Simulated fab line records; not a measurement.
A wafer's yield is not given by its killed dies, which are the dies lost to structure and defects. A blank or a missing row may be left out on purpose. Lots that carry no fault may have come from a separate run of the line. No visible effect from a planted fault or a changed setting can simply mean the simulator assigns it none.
Comparing a struck lot with a sound one :: flow nandHarc :: 15 steps out of a route of 1159
Sound: the wafers L210.2, L210.4, L210.5. Struck: wafer L219.6 (left out: L219.1, L219.5 of the same lot, which were not struck); the cause appears at the end.
At each step with rows: each side's tool, then ch and its chambers, then its first start. Under that, the readings that differ: sound wafers :: struck wafers :: difference of the means :: sigmas: that difference in standard deviations of wafers without a fault.
alike: a reading whose means differ by less than 2 such deviations, as well as words and numbers matching on both sides. not compared: withheld readings; readings where some wafer has no value; bounds like >300 that might hide an equal value; numbers whose values overlap and for which the record gives no deviation.
Wherever a step has rows on one side only, a row that says differs or no value, or a row with sigmas, the two part there. Numbers that have no deviation but don't overlap get no sigmas and don't part them. Lack of a reading on every wafer of one side parts them only where that side has two or more wafers.

first, 1 step without rows for these wafers: NHARC_A_ONON_D1_DEP_00 (target thk 1000 nm).
NHARC_A_ONON_D1_THK_MEAS_02: measures by ellipsometry.
  sound on filmMetro-02 at day 8 07:41; struck on filmMetro-02 at day 10 05:23
  alike: thkNm
after that, 1 step with no rows for these wafers: NHARC_A_ONON_D1_DEP_03 (target thk 1000 nm).
NHARC_A_ONON_D1_THK_MEAS_05: measures by ellipsometry.
  sound on filmMetro-01 at day 8 08:15; struck on filmMetro-01 at day 10 05:56
  alike: thkNm
after that, 1 step with no rows for these wafers: NHARC_A_ONON_D1_DEP_06 (target thk 1000 nm).
NHARC_A_ONON_D1_THK_MEAS_08: measures by ellipsometry.
  sound on filmMetro-01 at day 8 08:49; struck on filmMetro-01 at day 10 06:31
  alike: thkNm
after that, 1 step with no rows for these wafers: NHARC_A_ONON_D1_DEP_09 (target thk 1000 nm).
NHARC_A_ONON_D1_THK_MEAS_11: measures by ellipsometry.
  sound on filmMetro-02 at day 8 09:22; struck on filmMetro-02 at day 10 07:05
reading: thkNm (nm)
sound: 997 999 996
struck: 1012
difference: +15
sigmas: +2
after that, 1 step with no rows for these wafers: NHARC_A_ONON_D1_DEP_12 (target thk 1000 nm).
NHARC_A_ONON_D1_THK_MEAS_14: measures by ellipsometry.
  sound on filmMetro-01 at day 8 09:56; struck on filmMetro-01 at day 10 07:39
  alike: thkNm
then, 1 step without rows for these wafers: NHARC_A_ONON_D1_ANNEAL_15 (time 3600 s).
NHARC_A_ONON_D1_DEP_16: target thk 1000 nm.
  sound on pecvdOnon-04 ch 0, day 8 16:32; struck on pecvdOnon-04 ch 0, day 10 15:17
NHARC_A_ONON_D1_THK_MEAS_18: measures by ellipsometry.
  sound on filmMetro-01 at day 8 16:59; struck on filmMetro-01 at day 10 15:50
reading: thkNm (nm)
sound: 1000 1002 1002
struck: 1688
difference: +687
sigmas: +69
after that, 1 step with no rows for these wafers: NHARC_A_ONON_D1_DEP_19 (target thk 1000 nm).
-- the record jumps here: 11 days lie between the struck wafers' starts before and after (it left off in module A_ONON_D1 and takes up again in module END, whose first step shown is number 1159 of the route) --
NHARC_END_SORT_01:
  the record has rows for the struck wafers here (prober-01 ch 0, day 22 01:55) and none for the sound ones

## WHERE THEY PART
Last at NHARC_END_SORT_01 as far as this record goes, first at NHARC_A_ONON_D1_THK_MEAS_11.

WHY: the cause the simulator had injected
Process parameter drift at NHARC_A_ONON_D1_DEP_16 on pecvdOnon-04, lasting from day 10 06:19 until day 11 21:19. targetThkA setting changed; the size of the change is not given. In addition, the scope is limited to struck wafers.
